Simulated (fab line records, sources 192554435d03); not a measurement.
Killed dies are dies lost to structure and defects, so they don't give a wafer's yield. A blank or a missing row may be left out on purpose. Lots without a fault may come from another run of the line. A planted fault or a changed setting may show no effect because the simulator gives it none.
Problem report in the 8D (eight disciplines) form, filled by code | flow n5_finfet | the parts of the form that need people (team, actions taken, sign-off) are left out

1. THE PROBLEM
raw_defect_count at N5_BEOL_M0_CUTY_INSPECT_59 reads a mean of 45.0 on 2 wafers of 2 lots; wafers without a fault read 2.2 with a standard deviation of 1.4. That is +31 standard deviations from the usual mean.
The step: inspects for defects (macro).
First seen on wafer L678.4, day 9 02:02, on defect_inspect-02. The record holds 27 wafers of 9 lots with a number at this step. Rule for "out", or "out of limits": more than 4 standard deviations from the usual mean. The other wafers with a number count as sound.

2. WHAT IT IS AND WHAT IT IS NOT
question                    | is                                   | is not
which readings at this step | raw_defect_count                     | -
which lots                  | L678, L679                           | L667, L669, L670, L672, L675, L676, L677
which wafers of those lots  | L678.4, L679.4                       | L678.1, L678.5, L679.2, L679.5
read on which gauges        | defect_inspect-01, defect_inspect-02 | -
when                        | from day 9 02:02                     | up to then (23 sound wafers); but 2 sound wafers of L679 came after

3. SUSPECTS, AND WHAT RULES EACH OUT
Counting: a tool at a process step up to the reading stays a suspect if it ran every lot that is out. Sound lots after the first of them don't rule it out here, since some wafers of a struck lot are sound.
- the gauge at N5_BEOL_M0_CUTY_INSPECT_59: ruled out. The wafers that are out were read on 2 gauges (defect_inspect-01, defect_inspect-02).
- rie_diel-02 at N5_BEOL_M0_SAQP_SPACER2_ETCHBACK_27 (etches SiO2 in CHF3/O2, target depth 22.5 nm, time 11.25 s): kept. It ran every lot that is out, first L678 (day 8 22:10); its last sound lot up to then is L676 (day 8 15:50).
- Within rie_diel-02 at N5_BEOL_M0_SAQP_SPACER2_ETCHBACK_27: the wafers that are out ran in chamber 0; their sound lot-mates ran in chambers 1, 2, 3.
Left after counting: rie_diel-02 at N5_BEOL_M0_SAQP_SPACER2_ETCHBACK_27.

4. THE CAUSE (what the simulator had put in)
Chamber particle source: rie_diel-02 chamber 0, from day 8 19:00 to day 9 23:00, at N5_BEOL_M0_SAQP_SPACER2_ETCHBACK_27. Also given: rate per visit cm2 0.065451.
Counting left only this tool.

5. THE CHAIN OF EFFECTS, in route order
Each row: a reading whose mean over the struck wafers that have a number lies more than 3 standard deviations from the usual. Only readings for which the record gives a usual standard deviation are gone through. hours: the time from each lot's start at the first step in this table that gives one to its start at this step, as a median over the lots. sigmas: the change in usual standard deviations.
hours | step                       | reading            | usual | on struck wafers | change | sigmas
0     | N5_BEOL_M0_CUTY_INSPECT_59 | raw_defect_count   | 2.2   | 45.0             | +42.8  | +31
172   | N5_PASSIVATION_PROBE_49    | killed_at_M0_to_M3 | 37    | 76               | +40    | +3.6
The process steps in it:
- N5_PASSIVATION_PROBE_49
Later measuring or inspecting steps at which every struck wafer that the step has a row for has a number for every such reading, and none has moved that far: N5_BEOL_M4_RC_MEAS_101.

6. WHAT WOULD HAVE CAUGHT IT SOONER
In this record the first reading out of limits at a measuring or inspecting step was taken at day 9 02:02, 7 hours after the fault began at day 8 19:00.
Of the tool readings at N5_BEOL_M0_SAQP_SPACER2_ETCHBACK_27 for which the record gives a usual standard deviation, none was out on any struck wafer, so an alarm limit of 4 standard deviations on them would not have fired.
Of the lots that are out (2), L679 began N5_BEOL_M0_SAQP_SPACER2_ETCHBACK_27 on rie_diel-02 after day 9 02:02. A hold on the tool at that time would have spared it.
